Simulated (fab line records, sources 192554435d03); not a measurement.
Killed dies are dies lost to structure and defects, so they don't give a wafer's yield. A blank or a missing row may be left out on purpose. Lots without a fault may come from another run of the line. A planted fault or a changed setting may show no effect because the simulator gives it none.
Chamber matching | flow n5_finfet | N5_BEOL_M12_VIA_ETCH_16 on rie_diel-05: 4 sister chambers
The step etches SiOC in C4F8/O2/Ar, target depth 724.8 nm. 4 wafers are shown with their chamber, then 9 later ones without.

WAFERS WITH THEIR CHAMBER
wafer  | chamber | showerhead_plenum_p_Torr (Torr)
L086.1 | 3       | 3.50
L086.3 | 1       | 3.43
L085.4 | 2       | 3.60
L085.6 | 0       | 3.32

WAFERS WITHOUT THEIR CHAMBER
wafer  | showerhead_plenum_p_Torr (Torr)
L088.1 | 3.50
L088.4 | 3.60
L088.6 | 3.42
L087.1 | 3.32
L087.2 | 3.50
L087.6 | 3.60
L089.2 | 3.59
L089.3 | 3.42
L089.5 | 3.42

WHICH CHAMBER EACH WENT THROUGH
wafer  | from the rows above | in truth
L088.1 | 3                   | 3
L088.4 | 2                   | 2
L088.6 | 1                   | 1
L087.1 | 0                   | 0
L087.2 | 3                   | 3
L087.6 | 2                   | 2
L089.2 | 2                   | 2
L089.3 | 1                   | 1
L089.5 | 1                   | 1
Placed correctly: 9 of 9. Can't be placed from these rows: 0. Placed wrongly: 0.
How it was worked out, from the rows above alone: a wafer's distance from a chamber is the root of the sum, over the readings, of the square of ((its reading less the chamber's mean) divided by the reading's scatter). The wafer belongs to the nearest chamber; if the next one is less than 2 further off, it can't be placed. A chamber's mean is the mean of its shown wafers. The scatter: with one shown wafer a chamber, the root of the mean of the squares of how far each hidden wafer lies from its nearest shown one.
